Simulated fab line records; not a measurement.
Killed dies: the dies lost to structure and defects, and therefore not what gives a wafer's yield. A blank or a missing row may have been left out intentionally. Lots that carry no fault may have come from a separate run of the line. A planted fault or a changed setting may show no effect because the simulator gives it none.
Chamber matching + flow nand harc + NHARC_P_BONDPAD_ETCH_37 on rie diel-08 has 4 sister chambers
The step etches the open film in N2/H2, target depth 60 nm, overetch 18 nm, time 65.91 s. 14 wafers are shown with their chamber, then 7 later ones without.

## WAFERS PAIRED WITH THEIR CHAMBERS
| wafer  | chamber | drypump motor current A (A) | rf vpp V (V) | oes product au (a.u.) |
|--------|---------|-----------------------------|--------------|-----------------------|
| L226.2 | 1       | 6.35                        | 433.3        | 0.986                 |
| L226.4 | 2       | 5.97                        | 435.1        | 1.011                 |
| L226.6 | 3       | 5.70                        | 427.7        | 1.005                 |
| L228.1 | 2       | 5.94                        | 434.1        | 1.020                 |
| L228.3 | 3       | 5.65                        | 427.9        | 1.007                 |
| L228.4 | 0       | 5.96                        | 429.5        | 1.023                 |
| L230.2 | 0       | 5.90                        | 430.5        | 1.012                 |
| L230.5 | 0       | 5.91                        | 431.0        | 1.003                 |
| L230.6 | 3       | 5.66                        | 429.1        | 1.004                 |
| L229.2 | 0       | 5.92                        | 431.0        | 1.016                 |
| L229.3 | 1       | 6.32                        | 432.9        | 0.997                 |
| L229.6 | 1       | 6.34                        | 431.9        | 0.988                 |
| L231.1 | 3       | 5.68                        | 429.0        | 1.012                 |
| L231.4 | 1       | 6.34                        | 431.9        | 0.997                 |

SIGNATURES, as means of the wafers listed above
| reading                 | chamber 0 | chamber 1 | chamber 2 | chamber 3 | scatter within a chamber |
|-------------------------|-----------|-----------|-----------|-----------|--------------------------|
| drypump motor current A | 5.9225    | 6.3375    | 5.9550    | 5.6725    | 0.0212                   |
| rf vpp V                | 430.500   | 432.500   | 434.600   | 428.425   | 0.715                    |
| oes product au          | 1.01350   | 0.99200   | 1.01550   | 1.00700   | 0.00624                  |
Rule: for each reading, subtract the chamber's mean from the wafer's reading, divide by that reading's scatter and square the result; add these up over the readings and take the root, which gives the wafer's distance from the chamber. If the next closest chamber is less than 2 further off than the closest, the wafer can't be placed; otherwise it belongs to the closest. The scatter: take each reading less its chamber's mean, square it, sum over the shown wafers, divide by the number of wafers less the number of chambers, and take the root.

## WAFERS WITHOUT THEIR CHAMBER
| wafer  | drypump motor current A (A) | rf vpp V (V) | oes product au (a.u.) |
|--------|-----------------------------|--------------|-----------------------|
| L231.6 | 6.34                        | 431.2        | 0.995                 |
| L235.1 | 5.59                        | 427.4        | 1.011                 |
| L235.3 | 6.34                        | 433.0        | 1.004                 |
| L235.6 | 6.00                        | 433.7        | 1.011                 |
| L241.1 | 5.90                        | 431.0        | 1.001                 |
| L241.3 | 6.01                        | 435.3        | 1.009                 |
| L241.4 | 6.32                        | 434.2        | 0.997                 |

## THE CHAMBER EACH PASSED THROUGH
| wafer  | from the rows above | in truth |
|--------|---------------------|----------|
| L231.6 | 1                   | 1        |
| L235.1 | 3                   | 3        |
| L235.3 | 1                   | 1        |
| L235.6 | 2                   | 2        |
| L241.1 | 0                   | 0        |
| L241.3 | 2                   | 2        |
| L241.4 | 1                   | 1        |
7 of 7 placed correctly. Not placeable from these rows: 0. Wrongly placed: 0.
